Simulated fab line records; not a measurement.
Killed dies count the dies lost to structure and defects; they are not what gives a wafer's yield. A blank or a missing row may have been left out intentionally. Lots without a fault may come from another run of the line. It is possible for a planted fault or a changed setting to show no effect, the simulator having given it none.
Split-lot experiment + flow n5Finfet + on a route of 1938 steps: 7 lots, 39 wafers read

== THE SPLIT ==
At N5_SDB_ALD_29 (deposits SiNx, target thk 30 nm, pulse time 1 s, ald cycles 600), the setting aldCycles was moved away from the recipe's 600 on 9 of the 39 wafers read, by -48.2% to +43.3%. All remaining wafers had this setting at the recipe value.

The split's own step is where the reading is taken.

== THE READING ==
SiNx_of_SDB_ALD_29.thkNm (the simulator's own value, which no gauge read), in nm, at N5_SDB_ALD_29 (deposits SiNx, target thk 30 nm, pulse time 1 s, ald cycles 600). The file does not state a usual value for it. The 30 wafers here that ran the recipe average 30.1 nm, standard deviation 0.18 nm.

| wafer  | tool, chamber at the split | aldCycles as run | against the recipe | SiNx_of_SDB_ALD_29.thkNm, nm | against lot-mates on the recipe |
|--------|----------------------------|------------------|--------------------|------------------------------|---------------------------------|
| L075.2 | aldSin-01, 1               | 600              | recipe             | 29.8                         | -                               |
| L075.4 | aldSin-01, 0               | 600              | recipe             | 29.6                         | -                               |
| L075.5 | aldSin-01, 1               | 600              | recipe             | 30                           | -                               |
| L077.1 | aldSin-01, 1,3,3,2         | 600              | recipe             | 30                           | -                               |
| L077.4 | aldSin-01, 1,3,3,2         | 600              | recipe             | 30                           | -                               |
| L077.5 | aldSin-01, 1,3,3,2         | 600              | recipe             | 30                           | -                               |
| L077.6 | aldSin-01, 1,3,3,2         | 600              | recipe             | 30                           | -                               |
| L077.2 | aldSin-01, 2,0             | 600              | recipe             | 29.8                         | -                               |
| L077.3 | aldSin-01, 2,0             | 600              | recipe             | 29.8                         | -                               |
| L083.1 | aldSin-04, 2               | 311              | -48.2%             | 15.4                         | -14.6                           |
| L083.2 | aldSin-04, 1,0,1           | 600              | recipe             | 30                           | -                               |
| L083.4 | aldSin-04, 1,0,1           | 600              | recipe             | 30                           | -                               |
| L083.6 | aldSin-04, 1,0,1           | 600              | recipe             | 30                           | -                               |
| L083.3 | aldSin-04, 3               | 311              | -48.2%             | 15.8                         | -14.2                           |
| L083.5 | aldSin-04, 2               | 311              | -48.2%             | 15.6                         | -14.4                           |
| L085.1 | aldSin-04, 2,0,3           | 600              | recipe             | 30.2                         | -                               |
| L085.3 | aldSin-04, 2,0,3           | 600              | recipe             | 30.2                         | -                               |
| L085.6 | aldSin-04, 2,0,3           | 600              | recipe             | 30.2                         | -                               |
| L085.2 | aldSin-04, 3,1,0           | 600              | recipe             | 30.4                         | -                               |
| L085.4 | aldSin-04, 3,1,0           | 600              | recipe             | 30.4                         | -                               |
| L085.5 | aldSin-04, 3,1,0           | 600              | recipe             | 30.4                         | -                               |
| L086.1 | aldSin-02, 2,3,2           | 860              | +43.3%             | 43                           | +12.9                           |
| L086.5 | aldSin-02, 2,3,2           | 860              | +43.3%             | 43                           | +12.9                           |
| L086.6 | aldSin-02, 2,3,2           | 860              | +43.3%             | 43                           | +12.9                           |
| L086.2 | aldSin-02, 0,3             | 600              | recipe             | 30.2                         | -                               |
| L086.3 | aldSin-02, 0,3             | 600              | recipe             | 30.2                         | -                               |
| L086.4 | aldSin-02, 1               | 600              | recipe             | 30                           | -                               |
| L089.1 | aldSin-02, 3               | 401              | -33.2%             | 19.8                         | -10.3                           |
| L089.4 | aldSin-02, 3               | 401              | -33.2%             | 19.8                         | -10.3                           |
| L089.2 | aldSin-02, 2               | 600              | recipe             | 30.2                         | -                               |
| L089.3 | aldSin-02, 0               | 600              | recipe             | 30                           | -                               |
| L089.6 | aldSin-02, 0               | 600              | recipe             | 30                           | -                               |
| L089.5 | aldSin-02, 2               | 401              | -33.2%             | 20                           | -10.1                           |
| L095.1 | aldSin-01, 2,0,1           | 600              | recipe             | 30                           | -                               |
| L095.3 | aldSin-01, 2,0,1           | 600              | recipe             | 30                           | -                               |
| L095.4 | aldSin-01, 2,0,1           | 600              | recipe             | 30                           | -                               |
| L095.2 | aldSin-01, 3,1,2           | 600              | recipe             | 30.2                         | -                               |
| L095.5 | aldSin-01, 3,1,2           | 600              | recipe             | 30.2                         | -                               |
| L095.6 | aldSin-01, 3,1,2           | 600              | recipe             | 30.2                         | -                               |
The file does not say which wafer passed through which chamber wherever a row lists several chambers: such a row stands for several wafers.

THE FIT
A straight line over all 39 wafers: SiNx_of_SDB_ALD_29.thkNm changes by +0.301 nm for each +1% of aldCycles; r = +1.00; the points scatter about the line by 0.18 nm.
The same after taking each lot's own level away (the mean of its wafers on the recipe; 39 wafers): +0.3 nm for each +1%; r = +1.00; scatter 0.13 nm.
According to that fit, moving aldCycles by its largest amount changes the reading by 14 nm.
From 29.80 to 30.30 nm: that is the span of the lots' own levels, equal to 2.8 times the standard deviation above.
Consequently the slope shifts little with the lot-to-lot level, the two slopes agreeing.
Check: -14.4 nm against its lot-mates is what the line predicts for one of the wafers moved furthest among these (-48.2%) when that wafer is left out of the fit. Against them it came out at -14.6 nm.

== OTHER SPLITS ON THESE WAFERS ==
Note: prior to the reading, these wafers also went through further splits. Each is held against what the fit with the lots' levels taken away leaves over:
| other split on the same wafers   | wafers away from the commonest value | r with SiNx_of_SDB_ALD_29.thkNm (lot level and that fit taken away) |
|----------------------------------|--------------------------------------|---------------------------------------------------------------------|
| N5_FIN_SAQP_HM_DEP_03 targetThkA | 9                                    | -0.14                                                               |

== THE WHOLE CHAIN: every reading that the file lists as answering this split, in the file's order ==
| step          | what it does                                                      | reading                                                                   | change (the file's fit)                                                          | r (the file's) |
|---------------|-------------------------------------------------------------------|---------------------------------------------------------------------------|----------------------------------------------------------------------------------|----------------|
| N5_SDB_ALD_29 | deposits SiNx, target thk 30 nm, pulse time 1 s, ald cycles 600   | SiNx_of_SDB_ALD_29.thkNm (the simulator's own value, which no gauge read) | +0.3 nm for each +1% of the setting                                              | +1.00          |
| N5_SDB_CMP_30 | polishes, stops on poly-Si, t overpolish 1.54 s, target thk 30 nm | SiNx_of_SDB_ALD_29.thkNm (the simulator's own value, which no gauge read) | not straight: 15.6 at the lowest setting, 30.07 at the recipe, 33 at the highest | not given      |

== FILE'S OWN FIT ==
SiNx_of_SDB_ALD_29.thkNm changes by +0.3 nm for each +1% of aldCycles, r = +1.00.
